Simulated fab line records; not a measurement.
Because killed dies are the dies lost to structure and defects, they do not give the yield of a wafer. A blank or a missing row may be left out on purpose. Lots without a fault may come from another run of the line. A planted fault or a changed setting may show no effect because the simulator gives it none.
Problem report, 8D (eight disciplines) form, completed by code    flow n5Finfet    the parts of the form that need people (team, actions taken, sign-off) are left out

1. THE PROBLEM
cdNm at N5_BEOL_M0_SAQP_CD_MEAS_25 reads a mean of 18.79 nm on 6 wafers of 2 lots; wafers without a fault read 12.81 nm with a standard deviation of 0.24. Relative to the usual mean, that is a shift of +25 standard deviations.
The step: target cd 13.1 nm.
The first sign was on wafer L168.1 at day 9 18:29, on cdSem-01. The record holds 25 wafers of 10 lots with a number at this step. Rule for "out", or "out of limits": more than 4 standard deviations from the usual mean. The other wafers with a number count as sound.

2. WHAT IT IS AND WHAT IT IS NOT
question                     is                      is not
which readings at this step  cdNm                    -
which lots                   L168, L170              L154, L157, L159, L162, L164, L166, L167, L174
which wafers of those lots   all that have a number  -
read on which gauges         cdSem-01, cdSem-03      cdSem-02
when                         from day 9 18:29        up to then (17 sound wafers); but 2 sound wafers of L174 came after

3. WHAT RULES OUT EACH SUSPECT
Counting: a tool at a process step up to the reading stays a suspect if it ran every lot that is out and no sound lot after the first of them.
- the gauge at N5_BEOL_M0_SAQP_CD_MEAS_25 is ruled out. Those wafers that are out were read across 2 gauges (cdSem-01, cdSem-03).
- aldSin-04 at N5_BEOL_M0_SAQP_SPACER1_ALD_98 (deposits SiO2, target thk 12.8 nm, pulse time 1 s, purge time 2 s): kept. Every lot that is out went through it, starting with L168 (day 9 17:49), and after that it ran no sound lot; the last sound lot it ran before then is L167 (day 9 14:52).
Remaining after the count: aldSin-04 at N5_BEOL_M0_SAQP_SPACER1_ALD_98.

4. THE CAUSE (what the simulator had put in)
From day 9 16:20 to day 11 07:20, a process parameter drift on aldSin-04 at N5_BEOL_M0_SAQP_SPACER1_ALD_98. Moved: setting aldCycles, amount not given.
Only this tool survived the counting.

5. THE CHAIN OF EFFECTS, in route order
Rows list readings where the struck wafers' mean (over those with a number) sits beyond 3 standard deviations from the usual. Only readings whose record carries a usual standard deviation are examined. hours: median over the lots of the time between each lot's start at the first step of this table that gives one and its start at this step. sigmas: the change, counted in usual standard deviations.
hours  step                        reading              usual     on struck wafers  change  sigmas
0      N5_BEOL_M0_SAQP_CD_MEAS_25  cdNm                 12.81 nm  18.79             +5.98   +25
164    N5_PASSIVATION_PROBE_49     defectLimitedYield   91.7 %    0.0               -91.7   -54
164    N5_PASSIVATION_PROBE_49     killed_at_M0_to_M3   34        1116              +1082   +99 or more
164    N5_PASSIVATION_PROBE_49     killedDies           98        1180              +1082   +54
164    N5_PASSIVATION_PROBE_49     killedOnRim          13        152               +139    +31
164    N5_PASSIVATION_PROBE_49     sort_bin_5_function  4.8 %     96.8              +92.0   +84
164    N5_PASSIVATION_PROBE_49     sortNPass            1082      0                 -1082   -54
164    N5_PASSIVATION_PROBE_49     sortYieldPct         91.7 %    0.0               -91.7   -54
Its process steps:
- N5_PASSIVATION_PROBE_49

6. WHAT WOULD HAVE CAUGHT IT SOONER
Counted from the fault's start at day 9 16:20, it took 2 hours until the first out-of-limits reading at a measuring or inspecting step in this record, taken at day 9 18:29.
An alarm limit of 4 standard deviations would not have fired on the tool readings at N5_BEOL_M0_SAQP_SPACER1_ALD_98 for which the record gives a usual standard deviation, since none of them was out on any struck wafer.
Lots out: 2; of these, L170 started N5_BEOL_M0_SAQP_SPACER1_ALD_98 on aldSin-04 after day 9 18:29. It would have been spared by a hold on the tool at that moment.
